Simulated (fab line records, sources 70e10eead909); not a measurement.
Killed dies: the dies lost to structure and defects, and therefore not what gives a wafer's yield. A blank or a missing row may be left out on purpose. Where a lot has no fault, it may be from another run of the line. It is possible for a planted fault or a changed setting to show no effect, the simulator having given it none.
Problem report, 8D (eight disciplines) form, completed by code + flow nand_harc + the parts of the form that need people (team, actions taken, sign-off) are left out

1. WHAT WENT WRONG
Wafers without a fault read 23.03 C, standard deviation 0.1; developer_temp_C at NHARC_P_M1_DEVELOP_08 reads a mean of 23.97 C on 6 wafers belonging to 2 lots. Measured from the usual mean, that is +9.4 standard deviations.
The step: develop time 35 s.
Earliest sighting: wafer L715.1 on litho_track-06 at day 10 13:00. The record has a number at this step for 36 wafers belonging to 12 lots. By rule, "out" or "out of limits" means more than 4 standard deviations away from the usual mean. The rest of the wafers with a number are treated as sound.

2. WHAT THIS IS AND IS NOT
| question                    | is                     | is not                                                                                                  |
|-----------------------------|------------------------|---------------------------------------------------------------------------------------------------------|
| which readings at this step | developer_temp_C       | -                                                                                                       |
| which lots                  | L715, L718             | L705, L706, L708, L721, L723, L724, L725, L726, L727, L728                                              |
| which wafers of those lots  | all that have a number | -                                                                                                       |
| read on which tools         | litho_track-06         | litho_track-01, litho_track-04                                                                          |
| when                        | from day 10 13:00      | up to then (9 sound wafers); but 21 sound wafers of L721, L723, L724, L725, L726, L727, L728 came after |

3. WHAT RULES OUT EACH SUSPECT
Counting: a tool stays on the suspect list if, at a process step up to the reading, it processed all lots that are out and no sound lot following the first of them.
- rie_diel-04 at NHARC_P_M0_ETCH_34 (etches the open film in N2/H2, target depth 40 nm, overetch 12 nm, time 43.94 s): ruled out as a lasting fault. The sound lots L721, L725, L726, L727 went through it after L715, its earliest lot that is out (day 10 09:44).
- litho_track-06 at NHARC_P_M1_DEVELOP_08 (develop time 35 s): ruled out as a lasting fault. The sound lots L725, L726, L728 went through it after L715, its earliest lot that is out (day 10 13:00).
Left after counting: nothing in the record.

4. THE CAUSE (what the simulator had put in)
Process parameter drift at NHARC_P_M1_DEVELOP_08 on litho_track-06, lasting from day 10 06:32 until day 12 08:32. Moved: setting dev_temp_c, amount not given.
Counting ruled it out, wrongly.

5. SEQUENCE OF EFFECTS, ordered by route
Each row: a reading where the mean over the struck wafers with a number is more than 3 standard deviations away from the usual. Only readings for which the record gives a usual standard deviation are gone through. hours: the time from each lot's start at the first step in this table that gives one to its start at this step, as a median over the lots. sigmas: the change in usual standard deviations.
| hours | step                  | reading          | usual   | on struck wafers | change | sigmas |
|-------|-----------------------|------------------|---------|------------------|--------|--------|
| 0     | NHARC_P_M1_DEVELOP_08 | developer_temp_C | 23.03 C | 23.97            | +0.94  | +9.4   |
The process steps in it:
- NHARC_P_M1_DEVELOP_08: develop time 35 s.
Later steps that measure or inspect, where all struck wafers having a row at the step show a number for every such reading and not one has moved that far: NHARC_END_SORT_01.

6. WHAT WOULD HAVE CAUGHT IT SOONER
First out-of-limits reading in this record: day 10 13:00, which is 6 hours after fault onset at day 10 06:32.
